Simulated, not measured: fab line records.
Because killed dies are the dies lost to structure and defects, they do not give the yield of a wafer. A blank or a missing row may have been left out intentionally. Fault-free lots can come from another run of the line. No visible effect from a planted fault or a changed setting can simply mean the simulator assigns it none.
Lot-split experiment -- flow n5 finfet -- route with 1938 steps; 7 lots, 21 wafers read

## ON THE SPLIT
At N5_WELL_APT_PEB_06 (peb time 90 s), the setting peb time s was moved away from the recipe's 90 s on 8 of the 21 wafers read, by -17.1% to +18.7%. This setting was run at the recipe's value on the other wafers.

## FROM THE SPLIT TO THE READING: what the file shows between them, 2 steps
- N5_WELL_APT_DEVELOP_07: develop time 45 s
- N5_WELL_APT_HARDBAKE_12: time 120 s

## THE READING
cd nm at N5_WELL_APT_CD_MEAS_08, given in nm (cd target 200 nm). A value of 199 nm with a standard deviation of 3.2 nm is what fault-free wafers of this fab line usually give.

wafer,"tool, chamber at the split","peb time s as run, s",against the recipe,"cd nm, nm",against lot-mates on the recipe
L077.3,"litho track-03, 0",81.28,-9.7%,198,+0
L077.5,"litho track-03, 0",90,recipe,198,-
L077.6,"litho track-03, 0",81.28,-9.7%,195,-3
L078.1,"litho track-01, 0",90,recipe,193,-
L078.2,"litho track-01, 0",90,recipe,193,-
L078.4,"litho track-01, 0",90,recipe,194,-
L079.1,"litho track-03, 0",90,recipe,200,-
L079.2,"litho track-03, 0",74.6,-17.1%,191,-9
L079.6,"litho track-03, 0",74.6,-17.1%,189,-11
L082.4,"litho track-03, 0",90,recipe,200,-
L082.5,"litho track-03, 0",82.75,-8.1%,197,-3
L082.6,"litho track-03, 0",82.75,-8.1%,199,-1
L085.2,"litho track-01, 0",90,recipe,195,-
L085.3,"litho track-01, 0",90,recipe,193,-
L085.6,"litho track-01, 0",90,recipe,195,-
L088.3,"litho track-05, 0",90,recipe,204,-
L088.4,"litho track-05, 0",77.26,-14.2%,197,-8
L088.5,"litho track-05, 0",90,recipe,205,-
L090.4,"litho track-05, 0",90,recipe,203,-
L090.5,"litho track-05, 0",90,recipe,200,-
L090.6,"litho track-05, 0",106.8,+18.7%,210,+8

THE FIT
A straight line over all 21 wafers: cd nm changes by +0.411 nm for each +1% of peb time s; r = +0.64; the points scatter about the line by 4 nm.
The same after taking each lot's own level away (the mean of its wafers on the recipe; 21 wafers): +0.47 nm for each +1%; r = +0.92; scatter 1.6 nm.
On that fit, the largest move of peb time s shifts the reading by 8.8 nm.
Across the lots, their own levels run from 193.3 to 204.5 nm, a range of 3.5 times the standard deviation given above.
So the lot-to-lot level blurs the effect unless lot-mates are compared.
Check: for one of the wafers moved furthest among these (+18.7%), held out of the fit, the line's prediction against its lot-mates is +9.37 nm. It came out at +8.5 nm against them.

## ADDITIONAL SPLITS CARRIED BY THESE WAFERS
Note: prior to the reading, these wafers also went through further splits. Each is held against what the fit with the lots' levels taken away leaves over:
other split on the same wafers,wafers away from the commonest value,r with cd nm (lot level and that fit taken away)
N5_WELL_APT_COAT_02 spin rpm,7,+0.15

## THE WHOLE CHAIN: every reading that the file lists as answering this split, in the file's order
step,what it does,reading,change (the file's fit),r (the file's)
N5_WELL_APT_CD_MEAS_08,target cd 200 nm,cd nm,+0.454 nm for each +1% of the setting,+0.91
N5_WELL_APT_DESCUM_13,"chemistry O2, time 7.9 s","WELL_APT.cd nm (the simulator's own value, which no gauge read)",+0.45 nm for each +1% of the setting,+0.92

## FILE'S OWN FIT
cd nm changes by +0.454 nm for each +1% of peb time s, r = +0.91.
